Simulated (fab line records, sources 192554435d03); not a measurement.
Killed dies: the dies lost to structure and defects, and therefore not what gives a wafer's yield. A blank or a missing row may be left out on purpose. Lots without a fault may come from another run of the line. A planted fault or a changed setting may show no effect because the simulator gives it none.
Chamber matching | flow n5 finfet | rie diel-06 running N5_WELL_APT_DESCUM_30: 4 sister chambers
The step chemistry O2, time 7.9 s. 4 wafers are shown with their chamber, then 7 later ones without.

== WAFERS WITH THEIR CHAMBER ==
wafer  | chamber | throttle valve pct (%)
L091.4 | 3       | 20.43
L091.6 | 2       | 20.29
L092.1 | 0       | 20.61
L092.2 | 1       | 20.43

== WAFERS WHOSE CHAMBER IS MISSING ==
wafer  | throttle valve pct (%)
L092.5 | 20.31
L094.1 | 20.62
L094.4 | 20.45
L094.5 | 20.63
L095.1 | 20.33
L095.2 | 20.45
L095.4 | 20.63

== WHICH CHAMBER EACH ONE RAN IN ==
wafer  | from the rows above     | in truth
L092.5 | 2                       | 2
L094.1 | 0                       | 0
L094.4 | can't be placed: 1 or 3 | 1
L094.5 | 0                       | 0
L095.1 | 2                       | 2
L095.2 | can't be placed: 1 or 3 | 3
L095.4 | 0                       | 0
5 of 7 placed correctly. These rows do not allow placing 2 (true chamber among the candidates in 2). 0 placed wrongly.
How it was worked out, from the rows above alone: a wafer's distance from a chamber is the root of the sum, over the readings, of the square of ((its reading less the chamber's mean) divided by the reading's scatter). The wafer belongs to the nearest chamber; if the next one is less than 2 further off, it can't be placed. For every chamber, the mean is computed from those of its wafers that are shown. The scatter: root of mean squared gap, hidden wafer to nearest shown wafer, with one shown wafer a chamber.
